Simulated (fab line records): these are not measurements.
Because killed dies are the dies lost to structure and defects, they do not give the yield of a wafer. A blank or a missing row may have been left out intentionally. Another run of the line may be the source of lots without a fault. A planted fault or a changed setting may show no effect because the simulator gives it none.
Comparing a struck lot with a sound one ; flow nand-harc ; 14 out of 1159 route steps
Sound: wafers L523.1, L523.3, L523.4. Struck: wafers L543.4, L543.5, L543.6. The cause is given at the end.
Each step with rows lists, per side, the tool, then ch with its chambers, then its first start. Under that, the readings that differ: sound wafers ; struck wafers ; difference of the means ; sigmas: that difference in standard deviations of wafers without a fault.
alike: readings whose means differ by less than 2 such deviations, and words and numbers that are the same on both sides. not compared: withheld readings, readings that some wafer has no value for, bounds like >300 that may hide the same value, and numbers for which the record gives no deviation and whose values overlap.
A row with sigmas, a row that says differs or no value, or rows on one side alone: a step with any of these is where the two part. When numbers do not overlap yet have no deviation, they are printed without sigmas and do not part them. A reading that every wafer of one side lacks parts them only if that side has two wafers or more.

NHARC_A_SOURCE_PLATE_THK_MEAS_06: measures by ellipsometry.
  struck on film-metro-01, day 12 16:01; sound on film-metro-02, day 8 03:41
  alike: thk-nm
NHARC_A_SOURCE_PLATE_INSPECT_08:
  struck on defect-inspect-02, day 12 16:08; sound on defect-inspect-02, day 8 03:47
  alike: raw-defect-count
after that, 1 step with no rows for these wafers: NHARC_A_ONON_D1_DEP_00 (target thk 1000 nm).
NHARC_A_ONON_D1_THK_MEAS_02: measures by ellipsometry.
  struck on film-metro-02, day 12 16:43; sound on film-metro-02, day 8 04:22
  alike: thk-nm
after that, 1 step with no rows for these wafers: NHARC_A_ONON_D1_DEP_03 (target thk 1000 nm).
NHARC_A_ONON_D1_THK_MEAS_05: measures by ellipsometry.
  struck on film-metro-01, day 12 17:17; sound on film-metro-02, day 8 04:56
  alike: thk-nm
after that, 1 step with no rows for these wafers: NHARC_A_ONON_D1_DEP_06 (target thk 1000 nm).
NHARC_A_ONON_D1_THK_MEAS_08: measures by ellipsometry.
  struck on film-metro-01, day 12 17:50; sound on film-metro-01, day 8 05:30
  alike: thk-nm
after that, 1 step with no rows for these wafers: NHARC_A_ONON_D1_DEP_09 (target thk 1000 nm).
NHARC_A_ONON_D1_THK_MEAS_11: measures by ellipsometry.
  struck on film-metro-01, day 12 18:25; sound on film-metro-01, day 8 06:04
  alike: thk-nm
NHARC_A_ONON_D1_DEP_12: target thk 1000 nm.
  sound on pecvd-onon-02 ch 0, day 8 06:07; struck on pecvd-onon-04 ch 0, day 12 18:38
  alike: n2-flow-sccm
NHARC_A_ONON_D1_THK_MEAS_14: measures by ellipsometry.
  struck on film-metro-01, day 12 18:59; sound on film-metro-02, day 8 06:38
reading;sound;struck;difference;sigmas
thk-nm (nm);994 995 994;1571 1572 1572;+577;+65
then, 1 step without rows for these wafers: NHARC_A_ONON_D1_ANNEAL_15 (time 3600 s).
-- the record jumps here: 12 days lie between the struck wafers' starts before and after (it left off in module A_ONON_D1 and takes up again in module END, whose first step shown is number 1159 of the route) --
NHARC_END_SORT_01:
  the record has rows for the struck wafers here (prober-02 ch 0, day 24 14:01) and none for the sound ones

WHERE THEY PART
Earliest at NHARC_A_ONON_D1_THK_MEAS_14; latest, in this record, at NHARC_END_SORT_01.

WHY: whatever the simulator had introduced
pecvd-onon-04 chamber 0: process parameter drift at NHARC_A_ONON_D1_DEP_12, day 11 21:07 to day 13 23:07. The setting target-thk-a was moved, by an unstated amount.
